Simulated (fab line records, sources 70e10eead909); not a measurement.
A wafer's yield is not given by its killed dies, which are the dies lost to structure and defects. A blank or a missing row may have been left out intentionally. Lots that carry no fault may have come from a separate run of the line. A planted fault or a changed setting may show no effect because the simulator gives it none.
Chamber matching + flow nand harc + pecvd-02 running NHARC_P_M0_PRE_CLEAN_31: 3 sister chambers
The step time 12 s. 3 wafers are shown with their chamber, then 10 later ones without.

== WAFERS, EACH WITH ITS CHAMBER ==
| wafer  | chamber | heater power w (W) |
|--------|---------|--------------------|
| L091.6 | 0       | 550                |
| L093.2 | 1       | 823                |
| L093.3 | 2       | 561                |

== WAFERS WITH NO CHAMBER GIVEN ==
| wafer  | heater power w (W) |
|--------|--------------------|
| L093.4 | 571                |
| L092.3 | 617                |
| L092.4 | 814                |
| L092.6 | 624                |
| L095.1 | 739                |
| L095.3 | 537                |
| L095.6 | 545                |
| L097.3 | 634                |
| L097.4 | 735                |
| L097.6 | 629                |

== WHICH CHAMBER EACH WENT THROUGH ==
| wafer  | from the rows above          | in truth |
|--------|------------------------------|----------|
| L093.4 | can't be placed: 2 or 0      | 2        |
| L092.3 | can't be placed: 2 or 0      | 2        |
| L092.4 | 1                            | 1        |
| L092.6 | can't be placed: 2 or 0      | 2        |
| L095.1 | can't be placed: 1 or 2 or 0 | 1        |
| L095.3 | can't be placed: 0 or 2      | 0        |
| L095.6 | can't be placed: 0 or 2      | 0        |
| L097.3 | can't be placed: 2 or 0      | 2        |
| L097.4 | can't be placed: 1 or 2 or 0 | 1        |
| L097.6 | can't be placed: 2 or 0      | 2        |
Placed correctly: 1 of 10. From these rows, 9 cannot be placed; in 9 the true chamber is one of the candidates. Wrongly placed: 0.
How it was worked out, from the rows above alone: a wafer's distance from a chamber is the root of the sum, over the readings, of the square of ((its reading less the chamber's mean) divided by the reading's scatter). If the next closest chamber is less than 2 further off than the closest, the wafer can't be placed; otherwise it belongs to the closest. A chamber's mean is the mean of its shown wafers. The scatter: root of mean squared gap, hidden wafer to nearest shown wafer, with one shown wafer a chamber.
